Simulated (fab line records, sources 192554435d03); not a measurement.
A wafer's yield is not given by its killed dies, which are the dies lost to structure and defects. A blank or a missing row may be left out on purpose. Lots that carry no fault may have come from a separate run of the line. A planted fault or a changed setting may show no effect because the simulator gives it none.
Split-lot study :: flow n5Finfet :: route with 1938 steps; 7 lots, 39 wafers read

== ON THE SPLIT ==
At N5_SD_ACTIVATION_LSA_01 (time 0.0008 s), the setting timeS was moved away from the recipe's 0.0008 s on 15 of the 39 wafers read, by -24.9% to +31.1%. This setting was run at the recipe's value on the other wafers.

The file shows no step between the split and the reading.

== THE READING ==
Measured at N5_SD_ACTIVATION_RS_MEAS_03 by four-point probe: RS_SD_N, in ohm/sq. Typical for fault-free wafers on this fab line: 21.79 ohm/sq, with standard deviation 0.27 ohm/sq.

wafer: L078.1
tool, chamber at the split: laserAnneal-01, 0
timeS as run, s: 0.0008
against the recipe: recipe
RS_SD_N, ohm/sq: 22.31
against lot-mates on the recipe: -

wafer: L078.2
tool, chamber at the split: laserAnneal-01, 0
timeS as run, s: 0.0009751
against the recipe: +21.9%
RS_SD_N, ohm/sq: 21.43
against lot-mates on the recipe: -0.84

wafer: L078.3
tool, chamber at the split: laserAnneal-01, 0
timeS as run, s: 0.0009751
against the recipe: +21.9%
RS_SD_N, ohm/sq: 21.87
against lot-mates on the recipe: -0.40

wafer: L078.4
tool, chamber at the split: laserAnneal-01, 0
timeS as run, s: 0.0008
against the recipe: recipe
RS_SD_N, ohm/sq: 22.10
against lot-mates on the recipe: -

wafer: L078.5
tool, chamber at the split: laserAnneal-01, 0
timeS as run, s: 0.0009751
against the recipe: +21.9%
RS_SD_N, ohm/sq: 21.57
against lot-mates on the recipe: -0.70

wafer: L078.6
tool, chamber at the split: laserAnneal-01, 0
timeS as run, s: 0.0008
against the recipe: recipe
RS_SD_N, ohm/sq: 22.39
against lot-mates on the recipe: -

wafer: L083.1
tool, chamber at the split: laserAnneal-02, 0
timeS as run, s: 0.0008
against the recipe: recipe
RS_SD_N, ohm/sq: 21.80
against lot-mates on the recipe: -

wafer: L083.2
tool, chamber at the split: laserAnneal-02, 0
timeS as run, s: 0.0008
against the recipe: recipe
RS_SD_N, ohm/sq: 21.81
against lot-mates on the recipe: -

wafer: L083.3
tool, chamber at the split: laserAnneal-02, 0
timeS as run, s: 0.0008
against the recipe: recipe
RS_SD_N, ohm/sq: 21.80
against lot-mates on the recipe: -

wafer: L083.4
tool, chamber at the split: laserAnneal-02, 0
timeS as run, s: 0.0009733
against the recipe: +21.7%
RS_SD_N, ohm/sq: 21.33
against lot-mates on the recipe: -0.47

wafer: L083.5
tool, chamber at the split: laserAnneal-02, 0
timeS as run, s: 0.0009733
against the recipe: +21.7%
RS_SD_N, ohm/sq: 21.08
against lot-mates on the recipe: -0.72

wafer: L083.6
tool, chamber at the split: laserAnneal-02, 0
timeS as run, s: 0.0009733
against the recipe: +21.7%
RS_SD_N, ohm/sq: 21.01
against lot-mates on the recipe: -0.79

wafer: L084.1
tool, chamber at the split: laserAnneal-01, 0
timeS as run, s: 0.001049
against the recipe: +31.1%
RS_SD_N, ohm/sq: 21.10
against lot-mates on the recipe: -0.79

wafer: L084.2
tool, chamber at the split: laserAnneal-01, 0
timeS as run, s: 0.0008
against the recipe: recipe
RS_SD_N, ohm/sq: 21.83
against lot-mates on the recipe: -

wafer: L084.3
tool, chamber at the split: laserAnneal-01, 0
timeS as run, s: 0.001049
against the recipe: +31.1%
RS_SD_N, ohm/sq: 20.91
against lot-mates on the recipe: -0.98

wafer: L084.4
tool, chamber at the split: laserAnneal-01, 0
timeS as run, s: 0.0008
against the recipe: recipe
RS_SD_N, ohm/sq: 21.87
against lot-mates on the recipe: -

wafer: L084.5
tool, chamber at the split: laserAnneal-01, 0
timeS as run, s: 0.001049
against the recipe: +31.1%
RS_SD_N, ohm/sq: 21.25
against lot-mates on the recipe: -0.64

wafer: L084.6
tool, chamber at the split: laserAnneal-01, 0
timeS as run, s: 0.0008
against the recipe: recipe
RS_SD_N, ohm/sq: 21.96
against lot-mates on the recipe: -

wafer: L086.1
tool, chamber at the split: laserAnneal-01, 0
timeS as run, s: 0.0008
against the recipe: recipe
RS_SD_N, ohm/sq: 21.59
against lot-mates on the recipe: -

wafer: L086.2
tool, chamber at the split: laserAnneal-01, 0
timeS as run, s: 0.0008
against the recipe: recipe
RS_SD_N, ohm/sq: 21.66
against lot-mates on the recipe: -

wafer: L086.3
tool, chamber at the split: laserAnneal-01, 0
timeS as run, s: 0.000601
against the recipe: -24.9%
RS_SD_N, ohm/sq: 23.09
against lot-mates on the recipe: +1.61

wafer: L086.4
tool, chamber at the split: laserAnneal-01, 0
timeS as run, s: 0.000601
against the recipe: -24.9%
RS_SD_N, ohm/sq: 22.65
against lot-mates on the recipe: +1.17

wafer: L086.5
tool, chamber at the split: laserAnneal-01, 0
timeS as run, s: 0.000601
against the recipe: -24.9%
RS_SD_N, ohm/sq: 22.64
against lot-mates on the recipe: +1.16

wafer: L086.6
tool, chamber at the split: laserAnneal-01, 0
timeS as run, s: 0.0008
against the recipe: recipe
RS_SD_N, ohm/sq: 21.20
against lot-mates on the recipe: -

wafer: L088.1
tool, chamber at the split: laserAnneal-01, 0
timeS as run, s: 0.0008
against the recipe: recipe
RS_SD_N, ohm/sq: 22.48
against lot-mates on the recipe: -

wafer: L088.2
tool, chamber at the split: laserAnneal-01, 0
timeS as run, s: 0.0008
against the recipe: recipe
RS_SD_N, ohm/sq: 22.20
against lot-mates on the recipe: -

wafer: L088.3
tool, chamber at the split: laserAnneal-01, 0
timeS as run, s: 0.0008
against the recipe: recipe
RS_SD_N, ohm/sq: 21.92
against lot-mates on the recipe: -

wafer: L088.4
tool, chamber at the split: laserAnneal-01, 0
timeS as run, s: 0.0008
against the recipe: recipe
RS_SD_N, ohm/sq: 22.14
against lot-mates on the recipe: -

wafer: L088.5
tool, chamber at the split: laserAnneal-01, 0
timeS as run, s: 0.0008
against the recipe: recipe
RS_SD_N, ohm/sq: 22.07
against lot-mates on the recipe: -

wafer: L088.6
tool, chamber at the split: laserAnneal-01, 0
timeS as run, s: 0.0008
against the recipe: recipe
RS_SD_N, ohm/sq: 21.91
against lot-mates on the recipe: -

wafer: L090.1
tool, chamber at the split: laserAnneal-01, 0
timeS as run, s: 0.000893
against the recipe: +11.6%
RS_SD_N, ohm/sq: 21.05
against lot-mates on the recipe: -0.38

wafer: L090.2
tool, chamber at the split: laserAnneal-01, 0
timeS as run, s: 0.0008
against the recipe: recipe
RS_SD_N, ohm/sq: 21.26
against lot-mates on the recipe: -

wafer: L090.3
tool, chamber at the split: laserAnneal-01, 0
timeS as run, s: 0.000893
against the recipe: +11.6%
RS_SD_N, ohm/sq: 21.26
against lot-mates on the recipe: -0.17

wafer: L090.4
tool, chamber at the split: laserAnneal-01, 0
timeS as run, s: 0.000893
against the recipe: +11.6%
RS_SD_N, ohm/sq: 21.60
against lot-mates on the recipe: +0.17

wafer: L090.5
tool, chamber at the split: laserAnneal-01, 0
timeS as run, s: 0.0008
against the recipe: recipe
RS_SD_N, ohm/sq: 21.45
against lot-mates on the recipe: -

wafer: L090.6
tool, chamber at the split: laserAnneal-01, 0
timeS as run, s: 0.0008
against the recipe: recipe
RS_SD_N, ohm/sq: 21.58
against lot-mates on the recipe: -

wafer: L096.2
tool, chamber at the split: laserAnneal-01, 0
timeS as run, s: 0.0008
against the recipe: recipe
RS_SD_N, ohm/sq: 21.68
against lot-mates on the recipe: -

wafer: L096.3
tool, chamber at the split: laserAnneal-01, 0
timeS as run, s: 0.0008
against the recipe: recipe
RS_SD_N, ohm/sq: 21.69
against lot-mates on the recipe: -

wafer: L096.6
tool, chamber at the split: laserAnneal-01, 0
timeS as run, s: 0.0008
against the recipe: recipe
RS_SD_N, ohm/sq: 21.79
against lot-mates on the recipe: -

THE FIT
A straight line over all 39 wafers: RS_SD_N changes by -0.0285 ohm/sq for each +1% of timeS; r = -0.78; the points scatter about the line by 0.32 ohm/sq.
The same after taking each lot's own level away (the mean of its wafers on the recipe; 39 wafers): -0.0349 ohm/sq for each +1%; r = -0.91; scatter 0.22 ohm/sq.
That fit puts the effect of the largest move of timeS on the reading at 1.1 ohm/sq.
The lots' own levels span 21.430 to 22.267 ohm/sq, that is 3.1 times the standard deviation above.
So the lot-to-lot level blurs the effect unless lot-mates are compared.
Check: with one of the wafers moved furthest among these (+31.1%) left out of the fit, the line predicts -1.02 ohm/sq for it against its lot-mates. Against them it came out at -0.787 ohm/sq.

== OTHER SPLITS ON THESE WAFERS ==
These wafers also went through other splits before the reading. Each is held against what the fit with the lots' levels taken away leaves over:
other split on the same wafers: N5_DUMMY_GATE_EXPOSE_12 doseMj
wafers away from the commonest value: 15
r with RS_SD_N (lot level and that fit taken away): +0.31

other split on the same wafers: N5_DUMMY_GATE_ETCH_37 sourceW
wafers away from the commonest value: 15
r with RS_SD_N (lot level and that fit taken away): +0.11

other split on the same wafers: N5_DUMMY_GATE_ETCH_42 biasW
wafers away from the commonest value: 15
r with RS_SD_N (lot level and that fit taken away): +0.12

== THE FILE'S OWN FIT ==
RS_SD_N changes by -0.0327 ohm/sq for each +1% of timeS, r = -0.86.
